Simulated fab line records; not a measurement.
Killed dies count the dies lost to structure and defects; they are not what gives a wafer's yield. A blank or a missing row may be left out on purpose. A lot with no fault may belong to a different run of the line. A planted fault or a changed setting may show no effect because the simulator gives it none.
Which of the tools did it?	flow n5 finfet	11 lots, 32 wafers sampled, at 1 step of a route of 1938

WHAT THE GAUGES READ, wafer by wafer
N5_BEOL_M15_INSPECT_55: inspects for defects (darkfield).
lot	measured	on	raw defect count
L840	day 12 08:02	defect inspect-02	92 74 76
L839	day 12 11:32	defect inspect-01	54 158 108
L841	day 13 00:20	defect inspect-02	86 84 97
L846	day 14 15:14	defect inspect-02	63 61
L848	day 14 22:19	defect inspect-02	61 124 63
L844	day 15 13:22	defect inspect-01	37 58 56
L850	day 15 18:23	defect inspect-01	73 86 101
L856	day 16 06:50	defect inspect-01	72 53 67
L855	day 16 14:55	defect inspect-02	113 138 143
L857	day 16 22:46	defect inspect-02	62 99 97
L860	day 17 09:08	defect inspect-01	92 65 107

WHICH TOOL RAN EACH LOT (tool, then ch and the chambers of the sampled wafers, then the start)
Record: no process step prior to these readings.

WHAT THE TOOLS THEMSELVES READ (means of the sampled wafers that have a number; where no wafer has one, the mark that the record gives instead)
The record holds no such reading with a usual standard deviation.

THE ANSWER, worked out from the rows above alone
Rule: what is usual is taken from the lots themselves. The widest of any qualifying gaps counts: lots, ordered by their means at a reading, are off when they make up no more than a third of the lots, leave a main group of 4 or more, and stand apart from it by 3 or more times the standard deviation of that group's means. Not used: any main group whose means are identical at the precision the tables above print for the reading. A lot without any number at a reading at which 4 lots or more have one is off too. Where the step has rows for the other lots, those lots are counted as sound. After the gauges, taken in route order, come the tools' own readings; for these a lot's mean is taken, as printed above. The first step at which some lot is off is used, and at that step the reading that is off furthest; a lot without a number counts as furthest.
Across all readings shown, no lot is off: no conclusion can be drawn from this.

WHAT THE SIMULATOR HAD INSERTED
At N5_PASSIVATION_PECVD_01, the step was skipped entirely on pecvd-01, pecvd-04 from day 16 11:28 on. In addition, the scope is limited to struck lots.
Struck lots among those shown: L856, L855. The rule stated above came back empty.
